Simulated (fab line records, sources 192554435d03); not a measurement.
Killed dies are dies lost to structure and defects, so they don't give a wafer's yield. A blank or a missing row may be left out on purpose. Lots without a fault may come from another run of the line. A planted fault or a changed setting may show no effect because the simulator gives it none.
Chamber matching | flow n5_finfet | N5_FIN_SAQP_MANDREL_ETCH_22 on rie_si-03: 3 sister chambers
The step etches a-Si in HBr/Cl2, stops on SiNx, target depth 60 nm, bt time 10 s, time 30 s. 3 wafers are shown with their chamber, then 7 later ones without.

WAFERS WITH THEIR CHAMBER
wafer  | chamber | throttle_valve_pct (%)
L256.1 | 1       | 35.0
L256.4 | 3       | 36.2
L260.1 | 2       | 35.2

WAFERS WITHOUT THEIR CHAMBER
wafer  | throttle_valve_pct (%)
L260.5 | 35.2
L260.6 | 34.9
L261.2 | 35.0
L261.5 | 35.2
L263.4 | 36.2
L263.5 | 36.2
L263.6 | 35.2

WHICH CHAMBER EACH WENT THROUGH
wafer  | from the rows above | in truth
L260.5 | 2                   | 2
L260.6 | 1                   | 1
L261.2 | 1                   | 1
L261.5 | 2                   | 2
L263.4 | 3                   | 3
L263.5 | 3                   | 3
L263.6 | 2                   | 2
Placed correctly: 7 of 7. Can't be placed from these rows: 0. Placed wrongly: 0.
How it was worked out, from the rows above alone: a wafer's distance from a chamber is the root of the sum, over the readings, of the square of ((its reading less the chamber's mean) divided by the reading's scatter). The wafer belongs to the nearest chamber; if the next one is less than 2 further off, it can't be placed. A chamber's mean is the mean of its shown wafers. The scatter: with one shown wafer a chamber, the root of the mean of the squares of how far each hidden wafer lies from its nearest shown one.
